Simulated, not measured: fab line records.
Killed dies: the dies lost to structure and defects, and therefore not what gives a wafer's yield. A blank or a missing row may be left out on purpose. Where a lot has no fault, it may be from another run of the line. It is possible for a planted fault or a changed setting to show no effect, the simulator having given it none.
Which tool is to blame? || flow nandHarc || 7 lots, 21 wafers sampled, at 4 steps of a route of 1159

## WHAT THE GAUGES READ, wafer by wafer
NHARC_END_SORT_01.
{"lot": "L205", "measured": "day 21 11:39", "on": "prober-02", "defectLimitedYield (%)": "29.5 28.8 96.2"}

## WHAT TOOL EACH LOT RAN ON (gives the tool, then ch and the chambers of the sampled wafers, and finally the start)
{"lot": "L198", "NHARC_P_M0_ECD_22": "ecdCu-01 ch 1, day 6 11:37", "NHARC_A_M1_PVD_21": "pvdSputter-02, day 18 18:31 or earlier", "NHARC_A_BONDPAD_DESCUM_11": "rieDiel-01 ch 0,2, day 18 18:31"}
{"lot": "L201", "NHARC_P_M0_ECD_22": "ecdCu-02 ch 1, day 6 20:57", "NHARC_A_M1_PVD_21": "pvdSputter-01, day 18 22:26 or earlier", "NHARC_A_BONDPAD_DESCUM_11": "rieDiel-01 ch 0,1,2, day 18 22:26"}
{"lot": "L203", "NHARC_P_M0_ECD_22": "ecdCu-02 ch 0,1, day 7 09:07", "NHARC_A_M1_PVD_21": "pvdSputter-03, day 19 19:34 or earlier", "NHARC_A_BONDPAD_DESCUM_11": "rieDiel-01 ch 0,2, day 19 19:34"}
{"lot": "L205", "NHARC_P_M0_ECD_22": "ecdCu-02 ch 0,1, day 8 01:51", "NHARC_A_M1_PVD_21": "pvdSputter-03, day 20 01:19 or earlier", "NHARC_A_BONDPAD_DESCUM_11": "rieDiel-01 ch 1,2,3, day 20 01:19"}
{"lot": "L214", "NHARC_P_M0_ECD_22": "ecdCu-01 ch 0,1, day 10 03:06", "NHARC_A_M1_PVD_21": "pvdSputter-03, day 22 12:59 or earlier", "NHARC_A_BONDPAD_DESCUM_11": "rieDiel-01 ch 1,2, day 22 12:59"}
{"lot": "L217", "NHARC_P_M0_ECD_22": "ecdCu-01 ch 0,1, day 11 05:34", "NHARC_A_M1_PVD_21": "pvdSputter-02, day 22 23:20 or earlier", "NHARC_A_BONDPAD_DESCUM_11": "rieDiel-03 ch 1,2,3, day 22 23:20"}
{"lot": "L220", "NHARC_P_M0_ECD_22": "ecdCu-01 ch 1, day 11 07:58", "NHARC_A_M1_PVD_21": "pvdSputter-03, day 23 01:38 or earlier", "NHARC_A_BONDPAD_DESCUM_11": "rieDiel-01 ch 1,3, day 23 01:38"}
- NHARC_P_M0_ECD_22: material Cu, target thk 400 nm.
- NHARC_A_M1_PVD_21: deposits Cu, target thk 30 nm, time 20.49 s.
- NHARC_A_BONDPAD_DESCUM_11: chemistry O2, time 3 s.

## THE ANSWER, worked out from the rows above alone
Rule: the usual values come from the lots themselves. The widest of any qualifying gaps counts: lots, ordered by their means at a reading, are off when they make up no more than a third of the lots, leave a main group of 4 or more, and stand apart from it by 3 or more times the standard deviation of that group's means. A main group is skipped when, at the precision printed for the reading in the tables above, its means are all equal. Also off: a lot with no number at a reading for which 4 or more lots have one. All remaining lots with rows at the step are treated as sound.
Across all readings shown, no lot is off: no conclusion can be drawn from this.

## WHAT HAD BEEN PUT IN BY THE SIMULATOR
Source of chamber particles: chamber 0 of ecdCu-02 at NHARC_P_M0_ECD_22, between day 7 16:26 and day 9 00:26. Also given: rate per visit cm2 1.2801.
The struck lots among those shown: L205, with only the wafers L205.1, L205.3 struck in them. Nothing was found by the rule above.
